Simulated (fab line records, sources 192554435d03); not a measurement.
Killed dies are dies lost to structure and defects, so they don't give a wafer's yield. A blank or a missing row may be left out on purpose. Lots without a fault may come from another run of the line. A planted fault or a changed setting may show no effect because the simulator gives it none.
Chamber matching | flow n5_finfet | N5_BEOL_M13_ETCH_67 on rie_diel-05: 4 sister chambers
The step etches SiARC in CF4, target depth 143 nm, time 238.3 s. 20 wafers are shown with their chamber, then 10 later ones without.

WAFERS WITH THEIR CHAMBER
wafer  | chamber | drypump_motor_current_A (A) | showerhead_plenum_p_Torr (Torr) | throttle_valve_pct (%)
L076.2 | 3       | 5.7                         | 2.25                            | 15.58
L076.4 | 0       | 5.2                         | 2.16                            | 15.81
L076.5 | 0       | 5.2                         | 2.16                            | 15.81
L080.1 | 2       | 5.7                         | 2.20                            | 15.94
L080.3 | 3       | 5.7                         | 2.24                            | 15.57
L080.4 | 0       | 5.2                         | 2.15                            | 15.82
L081.1 | 2       | 5.7                         | 2.20                            | 15.95
L081.2 | 0       | 5.2                         | 2.15                            | 15.81
L081.5 | 0       | 5.2                         | 2.15                            | 15.81
L083.1 | 3       | 5.7                         | 2.24                            | 15.61
L083.3 | 1       | 5.8                         | 2.21                            | 15.76
L083.6 | 2       | 5.7                         | 2.20                            | 15.96
L087.3 | 2       | 5.7                         | 2.19                            | 15.96
L087.5 | 0       | 5.2                         | 2.15                            | 15.85
L087.6 | 1       | 5.8                         | 2.21                            | 15.79
L086.1 | 1       | 5.8                         | 2.20                            | 15.77
L086.2 | 3       | 5.8                         | 2.24                            | 15.63
L086.6 | 3       | 5.7                         | 2.24                            | 15.63
L088.1 | 3       | 5.7                         | 2.24                            | 15.64
L088.3 | 0       | 5.2                         | 2.15                            | 15.86

SIGNATURES (means of the wafers above)
reading                  | chamber 0 | chamber 1 | chamber 2 | chamber 3 | scatter within a chamber
drypump_motor_current_A  | 5.200     | 5.800     | 5.700     | 5.717     | 0.0228
showerhead_plenum_p_Torr | 2.1529    | 2.2067    | 2.1975    | 2.2417    | 0.00479
throttle_valve_pct       | 15.8243   | 15.7733   | 15.9525   | 15.6100   | 0.022
Rule: a wafer's distance from a chamber is the root of the sum, over the readings, of the square of ((its reading less the chamber's mean) divided by the reading's scatter). The wafer belongs to the nearest chamber; if the next one is less than 2 further off, it can't be placed. The scatter: the root of (the sum of the squares of (reading less its chamber's mean) over the shown wafers, divided by (wafers less chambers)).

WAFERS WITHOUT THEIR CHAMBER
wafer  | drypump_motor_current_A (A) | showerhead_plenum_p_Torr (Torr) | throttle_valve_pct (%)
L088.5 | 5.8                         | 2.20                            | 15.79
L091.1 | 5.8                         | 2.20                            | 15.79
L091.2 | 5.7                         | 2.23                            | 15.66
L091.4 | 5.2                         | 2.14                            | 15.86
L095.1 | 5.2                         | 2.14                            | 15.89
L095.2 | 5.7                         | 2.23                            | 15.67
L095.5 | 5.8                         | 2.20                            | 15.82
L097.2 | 5.2                         | 2.14                            | 15.90
L097.5 | 5.8                         | 2.20                            | 15.81
L097.6 | 5.7                         | 2.19                            | 15.49

WHICH CHAMBER EACH WENT THROUGH
wafer  | from the rows above     | in truth
L088.5 | 1                       | 1
L091.1 | 1                       | 1
L091.2 | 3                       | 3
L091.4 | 0                       | 0
L095.1 | 0                       | 0
L095.2 | 3                       | 3
L095.5 | 1                       | 1
L097.2 | 0                       | 0
L097.5 | 1                       | 1
L097.6 | can't be placed: 3 or 1 | 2
Placed correctly: 9 of 10. Can't be placed from these rows: 1 (the true chamber is among the candidates in 0). Placed wrongly: 0.
